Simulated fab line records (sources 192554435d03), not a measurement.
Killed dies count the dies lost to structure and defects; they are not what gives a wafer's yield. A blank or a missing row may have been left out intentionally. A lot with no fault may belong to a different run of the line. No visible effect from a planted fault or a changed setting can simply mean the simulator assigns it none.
fab line records / flow n5-finfet / part 2 of 2: steps 18 to 27 of 27
record: lots: 5 wafers: 15 last-day: 18
route steps=1938 shown BEOL_M11@1570
lots with no fault: from the same line, run without faults
start-h: hours from the record's opening day to when the first of the lot's shown wafers began / wait-h: hours from the lot's prior step to this one / " as in the row above / L1.1+2: a single row standing in for several wafers / - no value present, or no start provided / * or withheld: withheld / < > ~ a bound
route shown NAME@n: NAME is a module with steps in the file, n the number in the route of the first one / usual: the fault-free wafers' mean and standard deviation / same: alike in all rows / chamber/n: place in a boat / sites: the reading at each site / _std_site: how widely they spread, as a standard deviation / _edge_site: outer sites' mean less inner sites' / radius-mm: how far each site lies from the wafer's centre / mask NAME#n: copy n / behind: the last tool/chamber to shape the wafer / hold: why the lot went on hold/how many hours it stayed there/how the hold came to an end / device: names the non-switching transistor (n, p or np) / end of line: the route-end tests of the same wafers / step lacking rows: just its recipe / killed: count of dies lost to structure and defects at first sort (not the wafer's yield) / map: a wafer's dies, marking killed ones x, the rest . and places with no die _
set.NAME: the run value of the setting; set.NAME@STEP: its run value at that earlier step / model.NAME: the simulator's own value behind a step, which no gauge read
lots at selected steps of the route; one table per step, one row per wafer
services: a tool's chamber out of use, with start hour (start-h, from the record's first day; less than 0 if before it), hours out, and reason
== steps ==
step: N5_BEOL_M11_CURE_72
recipe: temp-c: 370 time-s: 120 ambient: DMADMS/He material: SiCOH_lowk
usual: lamp-power-pct: 52.31/0.055 wafer_temp_C_max: 371.6/0.62
lot.wafer=L076.1 tool=uv-cure-01 chamber=1 start-h=234.49 wait-h=0.0 lamp-power-pct=52.23 wafer_temp_C_max=371.8
lot.wafer=L076.5 tool=uv-cure-01 chamber=1 start-h=234.49 wait-h=0.0 lamp-power-pct=52.39 wafer_temp_C_max=371.8
lot.wafer=L076.6 tool=uv-cure-01 chamber=1 start-h=234.49 wait-h=0.0 lamp-power-pct=52.26 wafer_temp_C_max=371.3
lot.wafer=L079.2 tool=uv-cure-03 chamber=0 start-h=249.83 wait-h=0.1 lamp-power-pct=52.36 wafer_temp_C_max=371.0
lot.wafer=L079.4 tool=uv-cure-03 chamber=0 start-h=249.83 wait-h=0.1 lamp-power-pct=52.38 wafer_temp_C_max=371.1
lot.wafer=L079.5 tool=uv-cure-03 chamber=0 start-h=249.83 wait-h=0.1 lamp-power-pct=52.32 wafer_temp_C_max=371.5
lot.wafer=L085.1 tool=uv-cure-02 chamber=2 start-h=302.64 wait-h=0.0 lamp-power-pct=52.25 wafer_temp_C_max=371.0
lot.wafer=L085.3 tool=uv-cure-02 chamber=2 start-h=302.64 wait-h=0.0 lamp-power-pct=52.31 wafer_temp_C_max=370.6
lot.wafer=L085.4 tool=uv-cure-02 chamber=2 start-h=302.64 wait-h=0.0 lamp-power-pct=52.39 wafer_temp_C_max=371.5
lot.wafer=L088.2 tool=uv-cure-03 chamber=2 start-h=334.78 wait-h=0.1 lamp-power-pct=52.37 wafer_temp_C_max=371.9
lot.wafer=L088.5 tool=uv-cure-03 chamber=2 start-h=334.78 wait-h=0.1 lamp-power-pct=52.37 wafer_temp_C_max=371.8
lot.wafer=L088.6 tool=uv-cure-03 chamber=2 start-h=334.78 wait-h=0.1 lamp-power-pct=52.37 wafer_temp_C_max=372.0
lot.wafer=L097.1 tool=uv-cure-01 chamber=0 start-h=382.74 wait-h=0.0 lamp-power-pct=52.29 wafer_temp_C_max=372.3
lot.wafer=L097.2 tool=uv-cure-01 chamber=0 start-h=382.74 wait-h=0.0 lamp-power-pct=52.31 wafer_temp_C_max=372.6
lot.wafer=L097.4 tool=uv-cure-01 chamber=0 start-h=382.74 wait-h=0.0 lamp-power-pct=52.33 wafer_temp_C_max=372.8
step: N5_BEOL_M11_DEGAS_44
recipe: ambient: vacuum temp-c: 250 time-s: 60
usual: heater-power-w: 339/27
lot.wafer=L076.1 tool=pvd-sputter-02 chamber=- start-h=234.93 wait-h=0.4 heater-power-w=346
lot.wafer=L076.5 tool=pvd-sputter-02 chamber=- start-h=234.93 wait-h=0.4 heater-power-w=412
lot.wafer=L076.6 tool=pvd-sputter-02 chamber=- start-h=234.93 wait-h=0.4 heater-power-w=341
lot.wafer=L079.2 tool=pvd-sputter-02 chamber=- start-h=250.16 wait-h=0.3 heater-power-w=345
lot.wafer=L079.4 tool=pvd-sputter-02 chamber=- start-h=250.16 wait-h=0.3 heater-power-w=326
lot.wafer=L079.5 tool=pvd-sputter-02 chamber=- start-h=250.16 wait-h=0.3 heater-power-w=339
lot.wafer=L085.1 tool=pvd-sputter-02 chamber=- start-h=304.14 wait-h=1.4 heater-power-w=336
lot.wafer=L085.3 tool=pvd-sputter-02 chamber=- start-h=304.14 wait-h=1.4 heater-power-w=353
lot.wafer=L085.4 tool=pvd-sputter-02 chamber=- start-h=304.14 wait-h=1.4 heater-power-w=342
lot.wafer=L088.2 tool=pvd-sputter-02 chamber=- start-h=335.05 wait-h=0.2 heater-power-w=333
lot.wafer=L088.5 tool=pvd-sputter-02 chamber=- start-h=335.05 wait-h=0.2 heater-power-w=332
lot.wafer=L088.6 tool=pvd-sputter-02 chamber=- start-h=335.05 wait-h=0.2 heater-power-w=402
lot.wafer=L097.1 tool=pvd-sputter-03 chamber=- start-h=383.13 wait-h=0.3 heater-power-w=336
lot.wafer=L097.2 tool=pvd-sputter-03 chamber=- start-h=383.13 wait-h=0.3 heater-power-w=328
lot.wafer=L097.4 tool=pvd-sputter-03 chamber=- start-h=383.13 wait-h=0.3 heater-power-w=356
step: N5_BEOL_M11_PRE_CLEAN_45
recipe: gas: H2/He time-s: 30 temp-c: 250
usual: heater-power-w: 339/27
lot.wafer=L076.1 tool=pvd-sputter-02 chamber=- start-h=234.97 wait-h=0.0 heater-power-w=360
lot.wafer=L076.5 tool=pvd-sputter-02 chamber=- start-h=234.97 wait-h=0.0 heater-power-w=412
lot.wafer=L076.6 tool=pvd-sputter-02 chamber=- start-h=234.97 wait-h=0.0 heater-power-w=335
lot.wafer=L079.2 tool=pvd-sputter-02 chamber=- start-h=250.20 wait-h=0.0 heater-power-w=337
lot.wafer=L079.4 tool=pvd-sputter-02 chamber=- start-h=250.20 wait-h=0.0 heater-power-w=336
lot.wafer=L079.5 tool=pvd-sputter-02 chamber=- start-h=250.20 wait-h=0.0 heater-power-w=337
lot.wafer=L085.1 tool=pvd-sputter-02 chamber=- start-h=304.18 wait-h=0.0 heater-power-w=325
lot.wafer=L085.3 tool=pvd-sputter-02 chamber=- start-h=304.18 wait-h=0.0 heater-power-w=362
lot.wafer=L085.4 tool=pvd-sputter-02 chamber=- start-h=304.18 wait-h=0.0 heater-power-w=334
lot.wafer=L088.2 tool=pvd-sputter-02 chamber=- start-h=335.09 wait-h=0.0 heater-power-w=330
lot.wafer=L088.5 tool=pvd-sputter-02 chamber=- start-h=335.09 wait-h=0.0 heater-power-w=327
lot.wafer=L088.6 tool=pvd-sputter-02 chamber=- start-h=335.09 wait-h=0.0 heater-power-w=407
lot.wafer=L097.1 tool=pvd-sputter-03 chamber=- start-h=383.17 wait-h=0.0 heater-power-w=331
lot.wafer=L097.2 tool=pvd-sputter-03 chamber=- start-h=383.17 wait-h=0.0 heater-power-w=327
lot.wafer=L097.4 tool=pvd-sputter-03 chamber=- start-h=383.17 wait-h=0.0 heater-power-w=360
step: N5_BEOL_M11_ALD_74
recipe: material: TaN target-thk-a: 20 temp-c: 275 ald-precursor-family: PDMAT ald-co-reactant: NH3 pressure-torr: 3 carrier-flow-sccm: 1500 pulse-time-s: 2 purge-time-s: 3 co-reactant-purge-time-s: 2 co-reactant-pulse-time-s: 3 ald-cycles: 40 precursor-vessel-temp-c: 75 precursor-vessel-pressure-torr: 26.25 precursor-vessel-carrier-sccm: 1000
usual: heater-power-w: 407/27
lot.wafer=L076.1 tool=ald-metal-02 chamber=0 start-h=235.03 wait-h=0.0 heater-power-w=404
lot.wafer=L076.5 tool=ald-metal-02 chamber=0 start-h=235.03 wait-h=0.0 heater-power-w=412
lot.wafer=L076.6 tool=ald-metal-02 chamber=3 start-h=235.03 wait-h=0.0 heater-power-w=350
lot.wafer=L079.2 tool=ald-metal-02 chamber=3 start-h=250.28 wait-h=0.1 heater-power-w=342
lot.wafer=L079.4 tool=ald-metal-02 chamber=2 start-h=250.28 wait-h=0.1 heater-power-w=405
lot.wafer=L079.5 tool=ald-metal-02 chamber=2 start-h=250.28 wait-h=0.1 heater-power-w=410
lot.wafer=L085.1 tool=ald-metal-02 chamber=0 start-h=304.26 wait-h=0.1 heater-power-w=408
lot.wafer=L085.3 tool=ald-metal-02 chamber=3 start-h=304.26 wait-h=0.1 heater-power-w=348
lot.wafer=L085.4 tool=ald-metal-02 chamber=1 start-h=304.26 wait-h=0.1 heater-power-w=442
lot.wafer=L088.2 tool=ald-metal-03 chamber=2 start-h=335.15 wait-h=0.0 heater-power-w=431
lot.wafer=L088.5 tool=ald-metal-03 chamber=2 start-h=335.15 wait-h=0.0 heater-power-w=440
lot.wafer=L088.6 tool=ald-metal-03 chamber=1 start-h=335.15 wait-h=0.0 heater-power-w=383
lot.wafer=L097.1 tool=ald-metal-03 chamber=0 start-h=383.23 wait-h=0.0 heater-power-w=437
lot.wafer=L097.2 tool=ald-metal-03 chamber=1 start-h=383.23 wait-h=0.0 heater-power-w=404
lot.wafer=L097.4 tool=ald-metal-03 chamber=2 start-h=383.23 wait-h=0.0 heater-power-w=426
step: N5_BEOL_M11_SURFACE_TREAT_76
recipe: gas: Ar time-s: * ion-energy-ev: * ion-current-ma-cm2: 0.5 pressure-mtorr: * ar-flow-sccm: 30
usual: throttle-valve-pct: *
lot.wafer=L076.1 tool=pvd-sputter-01 chamber=- start-h=235.36 wait-h=0.2 throttle-valve-pct=*
lot.wafer=L076.5 tool=pvd-sputter-01 chamber=- start-h=235.36 wait-h=0.2 throttle-valve-pct=*
lot.wafer=L076.6 tool=pvd-sputter-01 chamber=- start-h=235.36 wait-h=0.2 throttle-valve-pct=*
lot.wafer=L079.2 tool=pvd-sputter-02 chamber=- start-h=250.56 wait-h=0.2 throttle-valve-pct=*
lot.wafer=L079.4 tool=pvd-sputter-02 chamber=- start-h=250.56 wait-h=0.2 throttle-valve-pct=*
lot.wafer=L079.5 tool=pvd-sputter-02 chamber=- start-h=250.56 wait-h=0.2 throttle-valve-pct=*
lot.wafer=L085.1 tool=pvd-sputter-02 chamber=- start-h=304.58 wait-h=0.2 throttle-valve-pct=*
lot.wafer=L085.3 tool=pvd-sputter-02 chamber=- start-h=304.58 wait-h=0.2 throttle-valve-pct=*
lot.wafer=L085.4 tool=pvd-sputter-02 chamber=- start-h=304.58 wait-h=0.2 throttle-valve-pct=*
lot.wafer=L088.2 tool=pvd-sputter-02 chamber=- start-h=335.45 wait-h=0.2 throttle-valve-pct=*
lot.wafer=L088.5 tool=pvd-sputter-02 chamber=- start-h=335.45 wait-h=0.2 throttle-valve-pct=*
lot.wafer=L088.6 tool=pvd-sputter-02 chamber=- start-h=335.45 wait-h=0.2 throttle-valve-pct=*
lot.wafer=L097.1 tool=pvd-sputter-02 chamber=- start-h=384.43 wait-h=1.1 throttle-valve-pct=*
lot.wafer=L097.2 tool=pvd-sputter-02 chamber=- start-h=384.43 wait-h=1.1 throttle-valve-pct=*
lot.wafer=L097.4 tool=pvd-sputter-02 chamber=- start-h=384.43 wait-h=1.1 throttle-valve-pct=*
step: N5_BEOL_M11_CVD_75
recipe: material: Co target-thk-a: 20 temp-c: withheld precursor: CCTBA/H2 pressure-torr: 30 time-s: 138.9
lot.wafer=L076.1+5+6 tool=cvd-co-01 chamber=1,1,0 start-h=235.44 wait-h=0.1
lot.wafer=L079.2+4+5 tool=cvd-co-02 chamber=2,0,2 start-h=250.85 wait-h=0.3
lot.wafer=L085.1+3+4 tool=cvd-co-01 chamber=0,2,1 start-h=304.79 wait-h=0.2
lot.wafer=L088.2+5+6 tool=cvd-co-01 chamber=2,0,1 start-h=335.53 wait-h=0.1
lot.wafer=L097.1+2+4 tool=cvd-co-02 chamber=1,2,0 start-h=384.72 wait-h=0.3
step: N5_BEOL_M11_SPUTTER_48
recipe: material: Cu target-thk-a: 120 temp-c: -20 bias-v: 60 power-w: 26000 chamber-pressure-pa: 0.13 time-s: 2
usual: throttle-valve-pct: 30.2/1
lot.wafer=L076.1 tool=pvd-sputter-02 chamber=- start-h=235.61 wait-h=0.1 throttle-valve-pct=31.0
lot.wafer=L076.5 tool=pvd-sputter-02 chamber=- start-h=235.61 wait-h=0.1 throttle-valve-pct=30.9
lot.wafer=L076.6 tool=pvd-sputter-02 chamber=- start-h=235.61 wait-h=0.1 throttle-valve-pct=31.1
lot.wafer=L079.2 tool=pvd-sputter-03 chamber=- start-h=251.34 wait-h=0.4 throttle-valve-pct=29.7
lot.wafer=L079.4 tool=pvd-sputter-03 chamber=- start-h=251.34 wait-h=0.4 throttle-valve-pct=30.5
lot.wafer=L079.5 tool=pvd-sputter-03 chamber=- start-h=251.34 wait-h=0.4 throttle-valve-pct=29.7
lot.wafer=L085.1 tool=pvd-sputter-03 chamber=- start-h=305.65 wait-h=0.8 throttle-valve-pct=31.1
lot.wafer=L085.3 tool=pvd-sputter-03 chamber=- start-h=305.65 wait-h=0.8 throttle-valve-pct=30.5
lot.wafer=L085.4 tool=pvd-sputter-03 chamber=- start-h=305.65 wait-h=0.8 throttle-valve-pct=29.7
lot.wafer=L088.2 tool=pvd-sputter-03 chamber=- start-h=335.64 wait-h=0.1 throttle-valve-pct=30.1
lot.wafer=L088.5 tool=pvd-sputter-03 chamber=- start-h=335.64 wait-h=0.1 throttle-valve-pct=30.1
lot.wafer=L088.6 tool=pvd-sputter-03 chamber=- start-h=335.64 wait-h=0.1 throttle-valve-pct=31.1
lot.wafer=L097.1 tool=pvd-sputter-01 chamber=- start-h=385.19 wait-h=0.4 throttle-valve-pct=28.7
lot.wafer=L097.2 tool=pvd-sputter-01 chamber=- start-h=385.19 wait-h=0.4 throttle-valve-pct=29.8
lot.wafer=L097.4 tool=pvd-sputter-01 chamber=- start-h=385.19 wait-h=0.4 throttle-valve-pct=31.7
step: N5_BEOL_M11_ECD_50
recipe: material: Cu target-thk-a: 3180
lot.wafer=L076.1+5+6 tool=ecd-cu-01 chamber=0,0,1 start-h=235.74 wait-h=0.1
lot.wafer=L079.2+4+5 tool=ecd-cu-02 chamber=1,1,0 start-h=251.45 wait-h=0.1
lot.wafer=L085.1+3+4 tool=ecd-cu-02 chamber=0,1,0 start-h=305.77 wait-h=0.1
lot.wafer=L088.2+5+6 tool=ecd-cu-01 chamber=1,1,0 start-h=335.76 wait-h=0.1
lot.wafer=L097.1+2+4 tool=ecd-cu-02 chamber=0,1,1 start-h=385.31 wait-h=0.1
step: N5_BEOL_M11_ANNEAL_51
recipe: temp-c: 225 time-s: 90 ambient: N2
usual: wafer_temp_C_max: 226.4/0.41
lot.wafer=L076.1 tool=rtp-anneal-01 chamber=0 start-h=235.85 wait-h=0.1 wafer_temp_C_max=226.1
lot.wafer=L076.5 tool=rtp-anneal-01 chamber=0 start-h=235.85 wait-h=0.1 wafer_temp_C_max=226.1
lot.wafer=L076.6 tool=rtp-anneal-01 chamber=0 start-h=235.85 wait-h=0.1 wafer_temp_C_max=226.1
lot.wafer=L079.2 tool=rtp-anneal-01 chamber=0 start-h=251.61 wait-h=0.1 wafer_temp_C_max=226.4
lot.wafer=L079.4 tool=rtp-anneal-01 chamber=0 start-h=251.61 wait-h=0.1 wafer_temp_C_max=226.5
lot.wafer=L079.5 tool=rtp-anneal-01 chamber=0 start-h=251.61 wait-h=0.1 wafer_temp_C_max=226.7
lot.wafer=L085.1 tool=rtp-anneal-01 chamber=0 start-h=305.88 wait-h=0.1 wafer_temp_C_max=226.7
lot.wafer=L085.3 tool=rtp-anneal-01 chamber=0 start-h=305.88 wait-h=0.1 wafer_temp_C_max=226.7
lot.wafer=L085.4 tool=rtp-anneal-01 chamber=0 start-h=305.88 wait-h=0.1 wafer_temp_C_max=227.1
lot.wafer=L088.2 tool=rtp-anneal-01 chamber=0 start-h=336.10 wait-h=0.3 wafer_temp_C_max=227.0
lot.wafer=L088.5 tool=rtp-anneal-01 chamber=0 start-h=336.10 wait-h=0.3 wafer_temp_C_max=226.7
lot.wafer=L088.6 tool=rtp-anneal-01 chamber=0 start-h=336.10 wait-h=0.3 wafer_temp_C_max=226.9
lot.wafer=L097.1 tool=rtp-anneal-01 chamber=0 start-h=385.54 wait-h=0.2 wafer_temp_C_max=226.7
lot.wafer=L097.2 tool=rtp-anneal-01 chamber=0 start-h=385.54 wait-h=0.2 wafer_temp_C_max=226.7
lot.wafer=L097.4 tool=rtp-anneal-01 chamber=0 start-h=385.54 wait-h=0.2 wafer_temp_C_max=227.1
step: N5_BEOL_M11_CMP_52
recipe: stop-on: SiCOH_lowk t-overpolish-s: 7 down-force-psi: 1 platen-rpm: 50 clearing-platen-down-force-psi: 1.5 clearing-platen-rpm: 50 post-cmp-clean: cu-alkaline target-thk-nm: 140 clearing-platen-pad-velocity-m-s: 0.99484 pad-velocity-m-s: 0.99484
usual: barrier-field-endpoint-s: 28.6/0.76 clearing-platen-rpm: 50.000/0.027 edge-zone-pressure-frac: 1.000/0.0045 motor-current-A: 5.8/0.45 overpolish-run-s: 7.000/0.01 time-to-endpoint-s: 65/3.1
lot.wafer=L076.1 tool=cmp-01 chamber=3 start-h=236.26 wait-h=0.4 barrier-field-endpoint-s=28.2 clearing-platen-rpm=49.969 edge-zone-pressure-frac=0.998 motor-current-A=6.2 overpolish-run-s=6.984 time-to-endpoint-s=61
lot.wafer=L076.5 tool=cmp-01 chamber=2 start-h=236.26 wait-h=0.4 barrier-field-endpoint-s=28.0 clearing-platen-rpm=49.950 edge-zone-pressure-frac=0.990 motor-current-A=5.6 overpolish-run-s=6.992 time-to-endpoint-s=62
lot.wafer=L076.6 tool=cmp-01 chamber=3 start-h=236.26 wait-h=0.4 barrier-field-endpoint-s=29.0 clearing-platen-rpm=50.005 edge-zone-pressure-frac=1.004 motor-current-A=6.0 overpolish-run-s=6.989 time-to-endpoint-s=62
lot.wafer=L079.2 tool=cmp-04 chamber=2 start-h=251.90 wait-h=0.2 barrier-field-endpoint-s=29.2 clearing-platen-rpm=50.032 edge-zone-pressure-frac=1.002 motor-current-A=6.0 overpolish-run-s=6.989 time-to-endpoint-s=68
lot.wafer=L079.4 tool=cmp-04 chamber=0 start-h=251.90 wait-h=0.2 barrier-field-endpoint-s=29.1 clearing-platen-rpm=49.980 edge-zone-pressure-frac=0.998 motor-current-A=6.1 overpolish-run-s=6.992 time-to-endpoint-s=66
lot.wafer=L079.5 tool=cmp-04 chamber=2 start-h=251.90 wait-h=0.2 barrier-field-endpoint-s=28.7 clearing-platen-rpm=49.983 edge-zone-pressure-frac=0.996 motor-current-A=5.8 overpolish-run-s=7.010 time-to-endpoint-s=65
lot.wafer=L085.1 tool=cmp-01 chamber=1 start-h=306.69 wait-h=0.7 barrier-field-endpoint-s=27.6 clearing-platen-rpm=49.963 edge-zone-pressure-frac=1.000 motor-current-A=6.1 overpolish-run-s=7.003 time-to-endpoint-s=60
lot.wafer=L085.4 tool=cmp-01 chamber=3 start-h=306.69 wait-h=0.7 barrier-field-endpoint-s=28.6 clearing-platen-rpm=49.993 edge-zone-pressure-frac=0.996 motor-current-A=6.0 overpolish-run-s=6.991 time-to-endpoint-s=62
lot.wafer=L085.3 tool=cmp-01 chamber=0 start-h=306.69 wait-h=0.7 barrier-field-endpoint-s=27.9 clearing-platen-rpm=49.979 edge-zone-pressure-frac=1.006 motor-current-A=6.3 overpolish-run-s=6.998 time-to-endpoint-s=61
lot.wafer=L088.2 tool=cmp-04 chamber=1 start-h=336.47 wait-h=0.3 barrier-field-endpoint-s=27.5 clearing-platen-rpm=49.970 edge-zone-pressure-frac=0.991 motor-current-A=5.9 overpolish-run-s=6.985 time-to-endpoint-s=58
lot.wafer=L088.5 tool=cmp-04 chamber=2 start-h=336.47 wait-h=0.3 barrier-field-endpoint-s=29.2 clearing-platen-rpm=50.001 edge-zone-pressure-frac=1.004 motor-current-A=6.0 overpolish-run-s=7.013 time-to-endpoint-s=65
lot.wafer=L088.6 tool=cmp-04 chamber=3 start-h=336.47 wait-h=0.3 barrier-field-endpoint-s=28.8 clearing-platen-rpm=50.008 edge-zone-pressure-frac=1.006 motor-current-A=5.4 overpolish-run-s=6.986 time-to-endpoint-s=62
lot.wafer=L097.4 tool=cmp-01 chamber=2 start-h=385.83 wait-h=0.1 barrier-field-endpoint-s=29.3 clearing-platen-rpm=50.000 edge-zone-pressure-frac=0.992 motor-current-A=5.9 overpolish-run-s=7.006 time-to-endpoint-s=69
lot.wafer=L097.1 tool=cmp-01 chamber=0 start-h=385.83 wait-h=0.1 barrier-field-endpoint-s=28.1 clearing-platen-rpm=50.029 edge-zone-pressure-frac=0.999 motor-current-A=6.0 overpolish-run-s=7.006 time-to-endpoint-s=65
lot.wafer=L097.2 tool=cmp-01 chamber=1 start-h=385.83 wait-h=0.1 barrier-field-endpoint-s=28.4 clearing-platen-rpm=50.015 edge-zone-pressure-frac=1.005 motor-current-A=6.0 overpolish-run-s=6.997 time-to-endpoint-s=67
== services ==
tool=rie-diel-04 chamber=1 start-h=221.30 hours=13.8 kind=repair
tool=uv-cure-01 chamber=- start-h=222.49 hours=1.4 kind=repair
tool=cmp-04 chamber=- start-h=222.71 hours=5.0 kind=pm
tool=cmp-01 chamber=- start-h=223.18 hours=1.3 kind=repair
tool=wet-bench-06 chamber=- start-h=224.41 hours=2.2 kind=repair
tool=ald-metal-02 chamber=- start-h=229.87 hours=1.3 kind=repair
tool=cvd-co-01 chamber=2 start-h=231.54 hours=18.0 kind=repair
tool=ald-metal-02 chamber=1 start-h=236.96 hours=4.1 kind=repair
tool=rie-diel-01 chamber=1 start-h=240.27 hours=4.0 kind=repair
tool=cmp-01 chamber=- start-h=269.35 hours=1.0 kind=repair
tool=cvd-co-01 chamber=2 start-h=272.90 hours=5.4 kind=repair
tool=rie-diel-04 chamber=2 start-h=273.35 hours=7.5 kind=repair
tool=pvd-sputter-02 chamber=- start-h=279.52 hours=3.8 kind=repair
tool=ald-metal-02 chamber=- start-h=316.05 hours=14.6 kind=pm
tool=cvd-co-01 chamber=- start-h=325.29 hours=6.9 kind=pm
tool=rie-diel-04 chamber=1 start-h=328.93 hours=6.7 kind=repair
tool=cvd-co-01 chamber=- start-h=339.55 hours=0.9 kind=repair
tool=cmp-01 chamber=- start-h=340.63 hours=5.8 kind=pm
tool=rie-diel-01 chamber=3 start-h=357.36 hours=12.1 kind=repair
tool=rie-diel-01 chamber=2 start-h=358.45 hours=3.4 kind=repair
tool=cmp-01 chamber=- start-h=371.83 hours=0.4 kind=repair
tool=ald-metal-02 chamber=- start-h=375.60 hours=0.7 kind=repair
tool=ecd-cu-02 chamber=- start-h=378.60 hours=4.7 kind=repair
tool=rie-diel-01 chamber=3 start-h=384.83 hours=1.3 kind=repair
